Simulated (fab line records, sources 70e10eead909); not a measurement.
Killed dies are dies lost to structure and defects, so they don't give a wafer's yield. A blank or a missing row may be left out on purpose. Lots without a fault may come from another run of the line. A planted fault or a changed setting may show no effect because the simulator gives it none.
Which tool did it? | flow nand_harc | 13 lots, 37 wafers sampled, at 6 steps of a route of 1302

WHAT THE GAUGES READ, wafer by wafer
NHARC_A_ONON_D1_THK_MEAS_18: measures by ellipsometry.
lot  | measured     | on            | thk_nm (nm)
L404 | day 8 12:16  | film_metro-02 | 1013 1011 1011
L407 | day 9 18:57  | film_metro-01 | 985 985 986
L408 | day 10 01:30 | film_metro-02 | 987 989 987
L410 | day 11 06:20 | film_metro-01 | 981 981 980
L411 | day 11 13:50 | film_metro-02 | 1007 1007 1006
L414 | day 12 17:47 | film_metro-01 | 990 992 991
L413 | day 12 17:47 | film_metro-02 | 986 984 985
L417 | day 14 02:43 | film_metro-01 | 1540 995
L418 | day 14 08:11 | film_metro-02 | 985 1531
L420 | day 15 00:41 | film_metro-01 | 1006 1007 1550
L424 | day 17 00:55 | film_metro-01 | 987 988 987
L425 | day 17 07:31 | film_metro-01 | 999 997 999
L426 | day 17 17:35 | film_metro-01 | 972 970 972

NHARC_A_ONON_D1_INSPECT_32.
lot  | measured     | on                | raw_defect_count
L404 | day 8 15:02  | defect_inspect-01 | 59 72 58
L407 | day 9 21:48  | defect_inspect-02 | 66 70 55
L408 | day 10 04:20 | defect_inspect-01 | 38 57 48
L410 | day 11 09:10 | defect_inspect-02 | 54 61 64
L411 | day 11 16:40 | defect_inspect-02 | 67 62 50
L414 | day 12 20:36 | defect_inspect-02 | 33 60 45
L413 | day 12 20:38 | defect_inspect-01 | 75 118 85
L417 | day 14 05:31 | defect_inspect-01 | 79 44
L418 | day 14 11:00 | defect_inspect-01 | 86 88
L420 | day 15 03:29 | defect_inspect-01 | 83 71 122
L424 | day 17 03:43 | defect_inspect-02 | 60 36 38
L425 | day 17 10:20 | defect_inspect-02 | 89 121 62
L426 | day 17 20:23 | defect_inspect-02 | 58 58 90

NHARC_END_SORT_01.
lot  | measured     | on        | killed_at_array | killed_at_other | killed_at_periphery | killed_dies | killed_open | killed_short
L418 | day 30 21:55 | prober-02 | 51 673          | 2 1             | 7 3                 | 60 677      | 1 2         | 3 3
L420 | day 31 12:52 | prober-01 | 46 52 674       | 0 1 2           | 7 2 1               | 53 55 677   | 2 3 3       | 4 3 6

WHICH TOOL RAN EACH LOT (tool, then ch and the chambers of the sampled wafers, then the start)
lot  | NHARC_P_M2_CMP_23             | NHARC_A_ONON_D1_DEP_16           | NHARC_A_CHANNEL_HOLE_D1_ETCH_34
L404 | cmp-04 ch 0,1,3, day 6 18:26  | pecvd_onon-04 ch 0, day 8 11:44  | rie_diel-11 ch 0,2,3, no start
L407 | cmp-04 ch 0,2, day 8 03:43    | pecvd_onon-03 ch 0, day 9 18:26  | rie_diel-11 ch 0,1,3, no start
L408 | cmp-01 ch 0,2,3, day 8 11:11  | pecvd_onon-04 ch 0, day 10 01:07 | rie_diel-11 ch 1,2,3, no start
L410 | cmp-01 ch 2,3, day 9 15:08    | pecvd_onon-03 ch 0, day 11 05:53 | rie_diel-11 ch 1,2, no start
L411 | cmp-01 ch 1,2, day 9 20:55    | pecvd_onon-03 ch 0, day 11 13:23 | rie_diel-01 ch 0,3, no start
L414 | cmp-02 ch 0,1,2, day 11 01:34 | pecvd_onon-04 ch 0, day 12 17:17 | rie_diel-11 ch 0,2,3, no start
L413 | cmp-01 ch 0,2,3, day 11 03:38 | pecvd_onon-02 ch 0, day 12 17:23 | rie_diel-01 ch 0,3, no start
L417 | cmp-01 ch 2,3, day 12 11:06   | pecvd_onon-03 ch 0, day 14 02:13 | rie_diel-11 ch 3, no start
L418 | cmp-01 ch 2, day 12 15:57     | pecvd_onon-03 ch 0, day 14 07:50 | rie_diel-01 ch 0, day 30 21:55 or earlier
L420 | cmp-01 ch 0,3, day 13 09:29   | pecvd_onon-03 ch 0, day 15 00:14 | rie_diel-11 ch 1,2, day 31 12:52 or earlier
L424 | cmp-01 ch 0,3, day 15 09:11   | pecvd_onon-04 ch 0, day 17 00:27 | rie_diel-01 ch 2,3, no start
L425 | cmp-02 ch 0,2,3, day 15 14:49 | pecvd_onon-04 ch 0, day 17 07:01 | rie_diel-11 ch 0,1,3, no start
L426 | cmp-04 ch 0,1,3, day 15 22:34 | pecvd_onon-03 ch 0, day 17 17:08 | rie_diel-11 ch 0,1,2, no start
- NHARC_P_M2_CMP_23: polishes, t overpolish 20 s, target thk 144.3 nm.
- NHARC_A_ONON_D1_DEP_16: target thk 1000 nm.
- NHARC_A_CHANNEL_HOLE_D1_ETCH_34: etches the open film in CF4/CHF3, target depth 154 nm, time 77 s.

WHAT THE TOOLS THEMSELVES READ (means of the sampled wafers that have a number; where no wafer has one, the mark that the record gives instead)
NHARC_P_M2_CMP_23.
lot  | tool   | motor_current_A (A) | time_to_endpoint_s (s)
L404 | cmp-04 | 12.5                | 29.6
L407 | cmp-04 | 11.6                | 29.4
L408 | cmp-01 | 11.8                | 30.7
L410 | cmp-01 | 11.7                | 30.3
L411 | cmp-01 | 11.4                | 26.1
L414 | cmp-02 | 15.2                | 28.5
L413 | cmp-01 | 12.5                | 28.0
L417 | cmp-01 | 12.1                | 26.3
L418 | cmp-01 | 11.2                | 29.5
L420 | cmp-01 | 12.1                | 33.1
L424 | cmp-01 | 12.7                | 28.4
L425 | cmp-02 | 13.6                | 29.5
L426 | cmp-04 | 12.7                | 26.5

NHARC_A_ONON_D1_DEP_16.
lot  | tool          | n2o_flow_sccm (sccm)
L404 | pecvd_onon-04 | 1998
L407 | pecvd_onon-03 | 1997
L408 | pecvd_onon-04 | 2000
L410 | pecvd_onon-03 | 1994
L411 | pecvd_onon-03 | 2001
L414 | pecvd_onon-04 | 1998
L413 | pecvd_onon-02 | 2000
L417 | pecvd_onon-03 | 1991
L418 | pecvd_onon-03 | 2004
L420 | pecvd_onon-03 | 1998
L424 | pecvd_onon-04 | 2002
L425 | pecvd_onon-04 | 1998
L426 | pecvd_onon-03 | 2001

NHARC_A_CHANNEL_HOLE_D1_ETCH_34.
lot  | tool        | chamber_pressure_mTorr (mTorr) | drypump_motor_current_A (A) | oes_product_au (a.u.) | rf_fwd_power_W (W) | rf_vpp_V (V) | showerhead_plenum_p_Torr (Torr) | throttle_valve_pct (%)
L404 | rie_diel-11 | 24.998                         | 5.5                         | 0.927                 | 497.0              | 370.8        | 1.58                            | 16.807
L407 | rie_diel-11 | 25.012                         | 5.8                         | 0.926                 | 496.0              | 369.6        | 1.54                            | 16.814
L408 | rie_diel-11 | 24.980                         | 5.6                         | 0.927                 | 496.2              | 368.9        | 1.53                            | 16.809
L410 | rie_diel-11 | 24.972                         | 5.0                         | 0.941                 | 496.3              | 370.3        | 1.55                            | 16.807
L411 | rie_diel-01 | 25.001                         | 5.6                         | 0.943                 | 495.7              | 369.2        | 1.54                            | 16.804
L414 | rie_diel-11 | 24.998                         | 5.5                         | 0.958                 | 496.8              | 370.6        | 1.58                            | 16.801
L413 | rie_diel-01 | 25.002                         | 5.5                         | 0.968                 | 494.9              | 369.3        | 1.54                            | 16.812
L417 | rie_diel-11 | 24.989                         | 6.4                         | 0.925                 | 498.4              | 370.1        | 1.54                            | 16.794
L418 | rie_diel-01 | 24.985                         | 6.0                         | 0.945                 | 496.3              | 369.2        | 1.57                            | 16.809
L420 | rie_diel-11 | 25.031                         | 5.2                         | 0.960                 | 495.6              | 369.3        | 1.52                            | 16.811
L424 | rie_diel-01 | 25.022                         | 5.6                         | 0.964                 | 493.4              | 369.3        | 1.54                            | 16.797
L425 | rie_diel-11 | 25.013                         | 5.8                         | 0.934                 | 497.1              | 369.1        | 1.54                            | 16.802
L426 | rie_diel-11 | 25.013                         | 5.2                         | 0.934                 | 498.0              | 369.2        | 1.55                            | 16.818

THE ANSWER, worked out from the rows above alone
Rule: what is usual is taken from the lots themselves. Put in order of their means at a reading, lots are off if they are a third of the lots or fewer, leave a main group of 4 or more, and stand apart from it by a gap of 3 or more times the standard deviation of the main group's means; of several such gaps the widest counts. A main group whose means are all the same, to the digits that the tables above print for the reading, isn't used. A lot without any number at a reading at which 4 lots or more have one is off too. The other lots that the step has rows for count as sound. The gauges are gone through in route order, then the tools' own readings, and for those a lot's mean is taken as printed above. The first step at which some lot is off is used, and at that step the reading that is off furthest; a lot without a number counts as furthest.
Off: L417, L418, L420, at NHARC_A_ONON_D1_THK_MEAS_18 (thk_nm). The main group: mean 990 nm, standard deviation 11.
A tool fits if, at a process step before that reading, it ran every lot that is off, and no sound lot after the first of them. The gauges at NHARC_A_ONON_D1_THK_MEAS_18 are tried like those tools. None of those tried fits.

WHAT THE SIMULATOR HAD PUT IN
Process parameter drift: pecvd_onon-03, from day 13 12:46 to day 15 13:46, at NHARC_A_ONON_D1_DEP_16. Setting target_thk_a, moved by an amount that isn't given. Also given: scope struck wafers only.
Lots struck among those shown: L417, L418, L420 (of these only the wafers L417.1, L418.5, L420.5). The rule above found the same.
